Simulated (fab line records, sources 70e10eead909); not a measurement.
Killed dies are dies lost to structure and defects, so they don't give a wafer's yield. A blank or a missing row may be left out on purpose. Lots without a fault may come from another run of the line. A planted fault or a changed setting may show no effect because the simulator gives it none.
Which tool did it? | flow nand_harc | 24 lots, 72 wafers sampled, at 5 steps of a route of 1302

WHAT THE GAUGES READ, wafer by wafer
NHARC_P_ZERO_WELL_CD_MEAS_24: target cd 720 nm.
lot  | measured     | on        | cd_nm (nm)
L074 | day 1 22:28  | cd_sem-01 | 719.6 720.2 718.7
L075 | day 2 08:42  | cd_sem-01 | 718.0 719.4 716.9
L076 | day 2 18:33  | cd_sem-01 | 719.2 719.1 717.5
L077 | day 3 04:35  | cd_sem-01 | 720.0 723.7 721.0
L078 | day 3 14:38  | cd_sem-03 | 715.6 717.8 719.7
L079 | day 4 00:28  | cd_sem-02 | 718.6 719.5 722.7
L080 | day 4 10:23  | cd_sem-02 | 721.8 719.8 718.7
L081 | day 4 20:28  | cd_sem-01 | 721.6 720.9 720.5
L082 | day 5 06:41  | cd_sem-03 | 718.7 718.2 718.9
L083 | day 5 16:35  | cd_sem-02 | 718.7 718.8 720.6
L084 | day 6 02:43  | cd_sem-03 | 719.9 722.4 722.3
L085 | day 6 12:31  | cd_sem-02 | 721.5 721.8 720.4
L086 | day 6 22:36  | cd_sem-01 | 716.6 720.1 717.4
L087 | day 7 08:39  | cd_sem-03 | 718.1 720.3 720.8
L088 | day 7 18:37  | cd_sem-01 | 720.3 720.8 718.8
L089 | day 8 04:41  | cd_sem-01 | 720.1 720.1 720.8
L090 | day 8 14:44  | cd_sem-01 | 720.4 722.4 723.7
L091 | day 9 00:37  | cd_sem-03 | 717.2 716.9 716.8
L092 | day 9 10:35  | cd_sem-02 | 717.5 717.6 718.8
L093 | day 9 20:45  | cd_sem-03 | 719.2 719.9 719.4
L094 | day 10 06:35 | cd_sem-03 | 717.0 716.0 718.9
L095 | day 10 16:36 | cd_sem-02 | 723.2 721.7 723.7
L096 | day 11 03:04 | cd_sem-03 | 721.9 718.6 719.0
L097 | day 11 12:28 | cd_sem-01 | 718.9 719.0 719.7

NHARC_P_STI_OVL_MEAS_10.
lot  | measured     | on         | overlay_x_nm (nm) | overlay_y_nm (nm)
L074 | day 2 18:46  | overlay-01 | -1 -1 -1          | 4 4 4
L075 | day 3 07:05  | overlay-01 | 3 4 3             | 7 6 7
L076 | day 3 14:29  | overlay-02 | -4 -4 -5          | 7 7 8
L077 | day 4 00:38  | overlay-02 | -4 -4 -4          | 2 2 2
L078 | day 4 12:17  | overlay-02 | -5 -5 -4          | -5 -6 -6
L079 | day 5 00:58  | overlay-02 | -8 -7 -7          | -5 -5 -5
L080 | day 5 10:16  | overlay-02 | 14 13 13          | 5 4 5
L081 | day 5 16:17  | overlay-01 | 4 4 3             | 8 8 8
L082 | day 6 03:50  | overlay-01 | 7 7 7             | 2 2 2
L083 | day 6 14:38  | overlay-01 | -12 -12 -12       | -10 -10 -9
L084 | day 7 02:50  | overlay-01 | -6 -6 -5          | 5 4 5
L085 | day 7 14:40  | overlay-01 | 2 2 2             | -1 -1 -1
L086 | day 7 20:23  | overlay-02 | 5 5 5             | 2 2 3
L087 | day 8 04:53  | overlay-01 | -5 -5 -6          | 2 3 2
L088 | day 8 18:14  | overlay-01 | -1 -1 -1          | 0 0 0
L089 | day 9 01:34  | overlay-01 | 1 1 1             | -2 -1 -2
L090 | day 9 10:27  | overlay-01 | -7 -6 -6          | 3 3 3
L091 | day 9 20:45  | overlay-02 | -1 -1 -1          | 9 8 7
L092 | day 10 06:59 | overlay-01 | 7 6 7             | 2 2 2
L093 | day 10 17:18 | overlay-01 | 7 7 7             | -9 -9 -9
L094 | day 11 03:01 | overlay-01 | 1 1 1             | -2 -2 -2
L095 | day 11 13:57 | overlay-02 | -2 -2 -2          | 3 2 2
L096 | day 11 22:48 | overlay-01 | 0 0 0             | 1 0 1
L097 | day 12 09:56 | overlay-01 | 2 2 2             | 2 2 1

NHARC_P_GATE_CD_MEAS_11: target cd 1640 nm.
lot  | measured     | on        | cd_nm (nm)
L074 | day 4 05:44  | cd_sem-02 | 1642.6 1640.9 1640.3
L075 | day 4 22:28  | cd_sem-01 | 1639.7 1641.5 1641.6
L076 | day 5 02:02  | cd_sem-02 | 1640.8 1639.8 1638.4
L077 | day 5 16:08  | cd_sem-01 | 1638.8 1637.2 1639.3
L078 | day 6 07:34  | cd_sem-02 | 1641.6 1640.3 1640.2
L079 | day 6 20:10  | cd_sem-02 | 1639.3 1639.9 1639.3
L080 | day 6 20:20  | cd_sem-03 | 1641.7 1640.0 1639.6
L081 | day 7 06:57  | cd_sem-01 | 1640.6 1641.2 1638.9
L082 | day 8 00:49  | cd_sem-02 | 1640.2 1640.3 1638.9
L083 | day 8 05:55  | cd_sem-01 | 1641.0 1640.6 1641.4
L084 | day 8 17:54  | cd_sem-01 | 1642.6 1639.8 1640.3
L085 | day 9 07:34  | cd_sem-02 | 1638.3 1639.2 1639.7
L086 | day 9 07:43  | cd_sem-03 | 1638.5 1639.1 1639.4
L087 | day 9 15:07  | cd_sem-03 | 1642.5 1638.2 1640.4
L088 | day 10 10:07 | cd_sem-01 | 1640.0 1639.7 1640.5
L089 | day 10 09:56 | cd_sem-02 | 1637.9 1638.1 1642.1
L090 | day 10 22:23 | cd_sem-03 | 1640.9 1639.2 1639.2
L091 | day 11 10:30 | cd_sem-02 | 1639.5 1641.4 1641.1
L092 | day 11 23:16 | cd_sem-02 | 1640.0 1639.8 1642.2
L093 | day 12 05:29 | cd_sem-01 | 1639.8 1639.8 1640.8
L094 | day 12 19:49 | cd_sem-01 | 1640.7 1639.8 1642.3
L095 | day 12 23:31 | cd_sem-03 | 1640.4 1640.5 1640.4
L096 | day 13 10:51 | cd_sem-01 | 1641.9 1640.3 1639.7
L097 | day 13 22:05 | cd_sem-03 | 1642.2 1641.5 1641.4

NHARC_P_GATE_CD_MEAS_33.
lot  | measured     | on        | cd_nm (nm)
L074 | day 4 21:44  | cd_sem-03 | 121.1 120.7 121.7
L075 | day 5 13:23  | cd_sem-02 | 118.3 117.1 120.7
L076 | day 5 17:13  | cd_sem-02 | 117.5 121.0 120.5
L077 | day 6 07:08  | cd_sem-02 | 118.4 120.2 120.1
L078 | day 6 22:50  | cd_sem-03 | 117.9 117.3 120.0
L079 | day 7 11:23  | cd_sem-02 | 116.5 121.7 116.5
L080 | day 7 11:07  | cd_sem-01 | 118.8 118.9 121.0
L081 | day 7 22:41  | cd_sem-02 | 120.5 118.2 115.6
L082 | day 8 15:55  | cd_sem-01 | 123.7 121.4 121.6
L083 | day 8 22:52  | cd_sem-01 | 119.8 123.3 121.2
L084 | day 9 10:32  | cd_sem-03 | 121.1 121.5 115.7
L085 | day 10 04:18 | cd_sem-02 | 118.8 118.6 118.2
L086 | day 10 04:56 | cd_sem-03 | 121.1 120.9 122.1
L087 | day 10 08:28 | cd_sem-02 | 122.2 117.7 120.0
L088 | day 11 03:52 | cd_sem-01 | 114.7 116.9 120.9
L089 | day 11 03:35 | cd_sem-03 | 123.3 119.2 119.2
L090 | day 11 18:38 | cd_sem-03 | 117.6 116.8 118.9
L091 | day 12 03:23 | cd_sem-02 | 121.1 115.8 118.4
L092 | day 12 15:23 | cd_sem-01 | 115.9 123.0 121.1
L093 | day 12 20:25 | cd_sem-03 | 123.2 119.4 118.5
L094 | day 13 13:38 | cd_sem-02 | 125.5 123.6 124.8
L095 | day 13 13:47 | cd_sem-02 | 120.6 121.8 123.6
L096 | day 14 05:25 | cd_sem-01 | 117.6 117.4 118.8
L097 | day 14 13:01 | cd_sem-03 | 122.0 115.1 120.9

WHICH TOOL RAN EACH LOT (tool, then ch and the chambers of the sampled wafers, then the start)
lot  | NHARC_P_ZERO_WELL_DESCUM_13
L074 | rie_diel-12 ch 0,1,3, day 1 21:19
L075 | rie_diel-12 ch 1,2, day 2 07:28
L076 | rie_diel-01 ch 0,1,3, day 2 17:26
L077 | rie_diel-04 ch 0,2,3, day 3 03:25
L078 | rie_diel-04 ch 0,3, day 3 13:25
L079 | rie_diel-04 ch 0,1,3, day 3 23:24
L080 | rie_diel-04 ch 0,2,3, day 4 09:22
L081 | rie_diel-04 ch 2,3, day 4 19:24
L082 | rie_diel-12 ch 0,1, day 5 05:30
L083 | rie_diel-04 ch 0,1,2, day 5 15:23
L084 | rie_diel-01 ch 1,2,3, day 6 01:32
L085 | rie_diel-04 ch 1,3, day 6 11:17
L086 | rie_diel-04 ch 1,2, day 6 21:23
L087 | rie_diel-12 ch 0,1,2, day 7 07:29
L088 | rie_diel-12 ch 0,1,2, day 7 17:25
L089 | rie_diel-12 ch 0,2,3, day 8 03:28
L090 | rie_diel-01 ch 1,2,3, day 8 13:25
L091 | rie_diel-12 ch 1,2,3, day 8 23:26
L092 | rie_diel-01 ch 0,1,2, day 9 09:25
L093 | rie_diel-04 ch 0,2,3, day 9 19:25
L094 | rie_diel-12 ch 0,1, day 10 05:24
L095 | rie_diel-01 ch 0,1,3, day 10 15:24
L096 | rie_diel-01 ch 2,3, day 11 01:29
L097 | rie_diel-01 ch 0,2,3, day 11 11:25
- NHARC_P_ZERO_WELL_DESCUM_13: chemistry O2, time 3 s.

WHAT THE TOOLS THEMSELVES READ (means of the sampled wafers that have a number; where no wafer has one, the mark that the record gives instead)
NHARC_P_ZERO_WELL_DESCUM_13.
lot  | tool        | drypump_motor_current_A (A) | o2_flow_sccm (sccm) | oes_product_au (a.u.) | rf_vpp_V (V) | showerhead_plenum_p_Torr (Torr) | throttle_valve_pct (%)
L074 | rie_diel-12 | 5.9                         | 200.2               | 1.004                 | 58.0         | 1.95                            | 11.311
L075 | rie_diel-12 | 5.5                         | 199.6               | 1.002                 | 57.1         | 1.96                            | 11.304
L076 | rie_diel-01 | 5.7                         | 199.3               | 0.996                 | 58.1         | 1.95                            | 11.318
L077 | rie_diel-04 | 5.7                         | 199.7               | 1.004                 | 57.1         | 1.79                            | 11.310
L078 | rie_diel-04 | 5.9                         | 200.4               | 1.007                 | 57.1         | 1.81                            | 11.315
L079 | rie_diel-04 | 6.0                         | 199.7               | 1.009                 | 56.6         | 1.84                            | 11.313
L080 | rie_diel-04 | 5.8                         | 200.1               | 1.002                 | 56.7         | 1.79                            | 11.308
L081 | rie_diel-04 | 5.4                         | 200.7               | 0.998                 | 57.1         | 1.80                            | 11.312
L082 | rie_diel-12 | 5.9                         | 200.4               | 1.001                 | 57.9         | 1.97                            | 11.307
L083 | rie_diel-04 | 5.8                         | 200.5               | 1.008                 | 57.2         | 1.83                            | 11.312
L084 | rie_diel-01 | 5.8                         | 199.8               | 0.994                 | 58.3         | 1.93                            | 11.309
L085 | rie_diel-04 | 5.5                         | 199.8               | 0.990                 | 57.5         | 1.85                            | 11.312
L086 | rie_diel-04 | 5.3                         | 200.1               | 1.012                 | 56.7         | 1.81                            | 11.306
L087 | rie_diel-12 | 5.8                         | 199.7               | 1.001                 | 58.3         | 1.91                            | 11.321
L088 | rie_diel-12 | 5.8                         | 200.0               | 1.000                 | 58.1         | 1.90                            | 11.314
L089 | rie_diel-12 | 5.7                         | 199.8               | 1.004                 | 57.9         | 1.88                            | 11.313
L090 | rie_diel-01 | 5.8                         | 200.5               | 0.989                 | 57.4         | 1.92                            | 11.318
L091 | rie_diel-12 | 5.6                         | 200.6               | 0.999                 | 58.4         | 1.97                            | 11.307
L092 | rie_diel-01 | 5.7                         | 200.0               | 1.002                 | 57.6         | 1.96                            | 11.306
L093 | rie_diel-04 | 5.7                         | 199.5               | 1.009                 | 57.5         | 1.89                            | 11.310
L094 | rie_diel-12 | 6.0                         | 199.3               | 0.988                 | 58.4         | 1.95                            | 11.322
L095 | rie_diel-01 | 5.7                         | 199.8               | 0.994                 | 57.9         | 1.93                            | 11.308
L096 | rie_diel-01 | 5.8                         | 200.0               | 0.997                 | 57.4         | 1.86                            | 11.315
L097 | rie_diel-01 | 5.8                         | 200.4               | 0.991                 | 57.5         | 1.90                            | 11.316

THE ANSWER, worked out from the rows above alone
Rule: what is usual is taken from the lots themselves. Put in order of their means at a reading, lots are off if they are a third of the lots or fewer, leave a main group of 4 or more, and stand apart from it by a gap of 3 or more times the standard deviation of the main group's means; of several such gaps the widest counts. A main group whose means are all the same, to the digits that the tables above print for the reading, isn't used. A lot without any number at a reading at which 4 lots or more have one is off too. The other lots that the step has rows for count as sound. The gauges are gone through in route order, then the tools' own readings, and for those a lot's mean is taken as printed above. The first step at which some lot is off is used, and at that step the reading that is off furthest; a lot without a number counts as furthest.
No lot is off at any reading shown: from this, nothing can be told.

WHAT THE SIMULATOR HAD PUT IN
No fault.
